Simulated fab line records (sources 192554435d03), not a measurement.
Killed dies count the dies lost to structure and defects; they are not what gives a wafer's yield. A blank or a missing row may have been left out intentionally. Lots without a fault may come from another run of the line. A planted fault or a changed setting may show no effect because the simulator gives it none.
Split-lot experiment || flow n5Finfet || 39 wafers read across 7 lots, on a route 1938 steps long

## THE SPLIT
At N5_BEOL_M9_VIA_ETCH_34 (etches SiCOH lowk in C4F6/O2, target depth 182.4 nm, time 68.4 s), the setting targetDepthA was moved away from the recipe's 1824 angstrom on 15 of the 39 wafers read, by -35.4% to +40.5%. The other wafers ran this setting at the recipe's value.

The reading comes from the split's own step.

## THE READING
SOC_of_BEOL_M9_COAT_63.thkNm (the simulator's own value, which no gauge read), in nm, at N5_BEOL_M9_VIA_ETCH_34 (etches SiCOH lowk in C4F6/O2, target depth 182.4 nm, time 68.4 s). No usual value for it is given in the file. The 24 wafers here that ran the recipe average 51.0 nm, standard deviation 0.19 nm.

{"wafer": "L075.1", "tool, chamber at the split": "rieDiel-02, 2", "targetDepthA as run, angstrom": 2563, "against the recipe": "+40.5%", "SOC_of_BEOL_M9_COAT_63.thkNm, nm": 47.6, "against lot-mates on the recipe": -3.3}
{"wafer": "L075.2", "tool, chamber at the split": "rieDiel-02, 3", "targetDepthA as run, angstrom": 1824, "against the recipe": "recipe", "SOC_of_BEOL_M9_COAT_63.thkNm, nm": 51, "against lot-mates on the recipe": "-"}
{"wafer": "L075.3", "tool, chamber at the split": "rieDiel-02, 1", "targetDepthA as run, angstrom": 1824, "against the recipe": "recipe", "SOC_of_BEOL_M9_COAT_63.thkNm, nm": 50.8, "against lot-mates on the recipe": "-"}
{"wafer": "L075.4", "tool, chamber at the split": "rieDiel-02, 0", "targetDepthA as run, angstrom": 2563, "against the recipe": "+40.5%", "SOC_of_BEOL_M9_COAT_63.thkNm, nm": 47, "against lot-mates on the recipe": -3.9}
{"wafer": "L075.5", "tool, chamber at the split": "rieDiel-02, 1", "targetDepthA as run, angstrom": 1824, "against the recipe": "recipe", "SOC_of_BEOL_M9_COAT_63.thkNm, nm": 51, "against lot-mates on the recipe": "-"}
{"wafer": "L075.6", "tool, chamber at the split": "rieDiel-02, 0", "targetDepthA as run, angstrom": 2563, "against the recipe": "+40.5%", "SOC_of_BEOL_M9_COAT_63.thkNm, nm": 47.2, "against lot-mates on the recipe": -3.7}
{"wafer": "L078.1", "tool, chamber at the split": "rieDiel-06, 2", "targetDepthA as run, angstrom": 1308, "against the recipe": "-28.3%", "SOC_of_BEOL_M9_COAT_63.thkNm, nm": 53.4, "against lot-mates on the recipe": "+2.6"}
{"wafer": "L078.2", "tool, chamber at the split": "rieDiel-06, 1", "targetDepthA as run, angstrom": 1824, "against the recipe": "recipe", "SOC_of_BEOL_M9_COAT_63.thkNm, nm": 50.8, "against lot-mates on the recipe": "-"}
{"wafer": "L078.3", "tool, chamber at the split": "rieDiel-06, 3", "targetDepthA as run, angstrom": 1308, "against the recipe": "-28.3%", "SOC_of_BEOL_M9_COAT_63.thkNm, nm": 53.4, "against lot-mates on the recipe": "+2.6"}
{"wafer": "L078.4", "tool, chamber at the split": "rieDiel-06, 0", "targetDepthA as run, angstrom": 1824, "against the recipe": "recipe", "SOC_of_BEOL_M9_COAT_63.thkNm, nm": 50.8, "against lot-mates on the recipe": "-"}
{"wafer": "L078.5", "tool, chamber at the split": "rieDiel-06, 3", "targetDepthA as run, angstrom": 1308, "against the recipe": "-28.3%", "SOC_of_BEOL_M9_COAT_63.thkNm, nm": 53, "against lot-mates on the recipe": "+2.2"}
{"wafer": "L078.6", "tool, chamber at the split": "rieDiel-06, 2", "targetDepthA as run, angstrom": 1824, "against the recipe": "recipe", "SOC_of_BEOL_M9_COAT_63.thkNm, nm": 50.8, "against lot-mates on the recipe": "-"}
{"wafer": "L085.1", "tool, chamber at the split": "rieDiel-06, 0", "targetDepthA as run, angstrom": 1824, "against the recipe": "recipe", "SOC_of_BEOL_M9_COAT_63.thkNm, nm": 51, "against lot-mates on the recipe": "-"}
{"wafer": "L085.2", "tool, chamber at the split": "rieDiel-06, 1", "targetDepthA as run, angstrom": 2163, "against the recipe": "+18.6%", "SOC_of_BEOL_M9_COAT_63.thkNm, nm": 49.2, "against lot-mates on the recipe": -1.7}
{"wafer": "L085.3", "tool, chamber at the split": "rieDiel-06, 2", "targetDepthA as run, angstrom": 2163, "against the recipe": "+18.6%", "SOC_of_BEOL_M9_COAT_63.thkNm, nm": 49.4, "against lot-mates on the recipe": -1.5}
{"wafer": "L085.4", "tool, chamber at the split": "rieDiel-06, 3", "targetDepthA as run, angstrom": 2163, "against the recipe": "+18.6%", "SOC_of_BEOL_M9_COAT_63.thkNm, nm": 49, "against lot-mates on the recipe": -1.9}
{"wafer": "L085.5", "tool, chamber at the split": "rieDiel-06, 2", "targetDepthA as run, angstrom": 1824, "against the recipe": "recipe", "SOC_of_BEOL_M9_COAT_63.thkNm, nm": 51, "against lot-mates on the recipe": "-"}
{"wafer": "L085.6", "tool, chamber at the split": "rieDiel-06, 3", "targetDepthA as run, angstrom": 1824, "against the recipe": "recipe", "SOC_of_BEOL_M9_COAT_63.thkNm, nm": 50.8, "against lot-mates on the recipe": "-"}
{"wafer": "L090.1", "tool, chamber at the split": "rieDiel-06, 3,1", "targetDepthA as run, angstrom": 1824, "against the recipe": "recipe", "SOC_of_BEOL_M9_COAT_63.thkNm, nm": 51.2, "against lot-mates on the recipe": "-"}
{"wafer": "L090.4", "tool, chamber at the split": "rieDiel-06, 3,1", "targetDepthA as run, angstrom": 1824, "against the recipe": "recipe", "SOC_of_BEOL_M9_COAT_63.thkNm, nm": 51.2, "against lot-mates on the recipe": "-"}
{"wafer": "L090.2", "tool, chamber at the split": "rieDiel-06, 0", "targetDepthA as run, angstrom": 1178, "against the recipe": "-35.4%", "SOC_of_BEOL_M9_COAT_63.thkNm, nm": 54.4, "against lot-mates on the recipe": "+3.3"}
{"wafer": "L090.3", "tool, chamber at the split": "rieDiel-06, 1", "targetDepthA as run, angstrom": 1178, "against the recipe": "-35.4%", "SOC_of_BEOL_M9_COAT_63.thkNm, nm": 54.2, "against lot-mates on the recipe": "+3.1"}
{"wafer": "L090.5", "tool, chamber at the split": "rieDiel-06, 0", "targetDepthA as run, angstrom": 1178, "against the recipe": "-35.4%", "SOC_of_BEOL_M9_COAT_63.thkNm, nm": 54.2, "against lot-mates on the recipe": "+3.1"}
{"wafer": "L090.6", "tool, chamber at the split": "rieDiel-06, 3", "targetDepthA as run, angstrom": 1824, "against the recipe": "recipe", "SOC_of_BEOL_M9_COAT_63.thkNm, nm": 51, "against lot-mates on the recipe": "-"}
{"wafer": "L087.2", "tool, chamber at the split": "rieDiel-02, 3", "targetDepthA as run, angstrom": 1824, "against the recipe": "recipe", "SOC_of_BEOL_M9_COAT_63.thkNm, nm": 50.8, "against lot-mates on the recipe": "-"}
{"wafer": "L087.4", "tool, chamber at the split": "rieDiel-02, 0", "targetDepthA as run, angstrom": 1824, "against the recipe": "recipe", "SOC_of_BEOL_M9_COAT_63.thkNm, nm": 50.8, "against lot-mates on the recipe": "-"}
{"wafer": "L087.6", "tool, chamber at the split": "rieDiel-02, 1", "targetDepthA as run, angstrom": 1824, "against the recipe": "recipe", "SOC_of_BEOL_M9_COAT_63.thkNm, nm": 51, "against lot-mates on the recipe": "-"}
{"wafer": "L091.1", "tool, chamber at the split": "rieDiel-06, 0", "targetDepthA as run, angstrom": 2383, "against the recipe": "+30.6%", "SOC_of_BEOL_M9_COAT_63.thkNm, nm": 47.8, "against lot-mates on the recipe": -3.3}
{"wafer": "L091.2", "tool, chamber at the split": "rieDiel-06, 2", "targetDepthA as run, angstrom": 1824, "against the recipe": "recipe", "SOC_of_BEOL_M9_COAT_63.thkNm, nm": 51, "against lot-mates on the recipe": "-"}
{"wafer": "L091.3", "tool, chamber at the split": "rieDiel-06, 1", "targetDepthA as run, angstrom": 1824, "against the recipe": "recipe", "SOC_of_BEOL_M9_COAT_63.thkNm, nm": 51.2, "against lot-mates on the recipe": "-"}
{"wafer": "L091.4", "tool, chamber at the split": "rieDiel-06, 0", "targetDepthA as run, angstrom": 1824, "against the recipe": "recipe", "SOC_of_BEOL_M9_COAT_63.thkNm, nm": 51, "against lot-mates on the recipe": "-"}
{"wafer": "L091.5", "tool, chamber at the split": "rieDiel-06, 2", "targetDepthA as run, angstrom": 2383, "against the recipe": "+30.6%", "SOC_of_BEOL_M9_COAT_63.thkNm, nm": 48.4, "against lot-mates on the recipe": -2.7}
{"wafer": "L091.6", "tool, chamber at the split": "rieDiel-06, 1", "targetDepthA as run, angstrom": 2383, "against the recipe": "+30.6%", "SOC_of_BEOL_M9_COAT_63.thkNm, nm": 48.4, "against lot-mates on the recipe": -2.7}
{"wafer": "L093.1", "tool, chamber at the split": "rieDiel-04, 0", "targetDepthA as run, angstrom": 1824, "against the recipe": "recipe", "SOC_of_BEOL_M9_COAT_63.thkNm, nm": 51, "against lot-mates on the recipe": "-"}
{"wafer": "L093.2", "tool, chamber at the split": "rieDiel-04, 3", "targetDepthA as run, angstrom": 1824, "against the recipe": "recipe", "SOC_of_BEOL_M9_COAT_63.thkNm, nm": 51.4, "against lot-mates on the recipe": "-"}
{"wafer": "L093.3", "tool, chamber at the split": "rieDiel-04, 1", "targetDepthA as run, angstrom": 1824, "against the recipe": "recipe", "SOC_of_BEOL_M9_COAT_63.thkNm, nm": 51.4, "against lot-mates on the recipe": "-"}
{"wafer": "L093.4", "tool, chamber at the split": "rieDiel-04, 2", "targetDepthA as run, angstrom": 1824, "against the recipe": "recipe", "SOC_of_BEOL_M9_COAT_63.thkNm, nm": 51.2, "against lot-mates on the recipe": "-"}
{"wafer": "L093.5", "tool, chamber at the split": "rieDiel-04, 0", "targetDepthA as run, angstrom": 1824, "against the recipe": "recipe", "SOC_of_BEOL_M9_COAT_63.thkNm, nm": 51, "against lot-mates on the recipe": "-"}
{"wafer": "L093.6", "tool, chamber at the split": "rieDiel-04, 3", "targetDepthA as run, angstrom": 1824, "against the recipe": "recipe", "SOC_of_BEOL_M9_COAT_63.thkNm, nm": 51.4, "against lot-mates on the recipe": "-"}
Where a row lists several chambers, the file gives one row for several wafers and doesn't say which wafer went through which chamber.

THE FIT
A straight line over all 39 wafers: SOC_of_BEOL_M9_COAT_63.thkNm changes by -0.0903 nm for each +1% of targetDepthA; r = -0.99; the points scatter about the line by 0.22 nm.
The same after taking each lot's own level away (the mean of its wafers on the recipe; 39 wafers): -0.0901 nm for each +1%; r = -1.00; scatter 0.17 nm.
On that fit, the largest move of targetDepthA shifts the reading by 3.7 nm.
The span of the lots' own levels, 50.80 to 51.23 nm, comes to 2.2 times the standard deviation stated above.
The two slopes agree, so the slope changes little with the lot-to-lot level.
Check: for one of the wafers moved furthest among these (+40.5%), held out of the fit, the line's prediction against its lot-mates is -3.72 nm. It came out at -3.33 nm against them.

## OTHER SPLITS APPLIED TO THESE WAFERS
These wafers also went through other splits before the reading. Each is held against what the fit with the lots' levels taken away leaves over:
{"other split on the same wafers": "N5_BEOL_M0_SAQP_ETCH_106 targetDepthA", "wafers away from the commonest value": 6, "r with SOC_of_BEOL_M9_COAT_63.thkNm (lot level and that fit taken away)": "+0.00"}
{"other split on the same wafers": "N5_BEOL_M3_CVD_47 targetThkA", "wafers away from the commonest value": 15, "r with SOC_of_BEOL_M9_COAT_63.thkNm (lot level and that fit taken away)": -0.12}
{"other split on the same wafers": "N5_BEOL_M4_TRENCH_ETCH_37 timeS", "wafers away from the commonest value": 15, "r with SOC_of_BEOL_M9_COAT_63.thkNm (lot level and that fit taken away)": "+0.01"}

## THE WHOLE CHAIN: every reading that the file lists as answering this split, in the file's order
{"step": "N5_BEOL_M9_VIA_ETCH_34", "what it does": "etches SiCOH lowk in C4F6/O2, target depth 182.4 nm, time 68.4 s", "reading": "etch.depthNm (the simulator's own value, which no gauge read)", "change (the file's fit)": "+1.82 nm for each +1% of the setting", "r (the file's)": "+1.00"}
{"step": "N5_BEOL_M9_VIA_ETCH_34", "what it does": "etches SiCOH lowk in C4F6/O2, target depth 182.4 nm, time 68.4 s", "reading": "SOC_of_BEOL_M9_COAT_63.thkNm (the simulator's own value, which no gauge read)", "change (the file's fit)": "-0.0902 nm for each +1% of the setting", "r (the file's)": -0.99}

## THE FILE'S OWN FIT
SOC_of_BEOL_M9_COAT_63.thkNm changes by -0.0902 nm for each +1% of targetDepthA, r = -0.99.
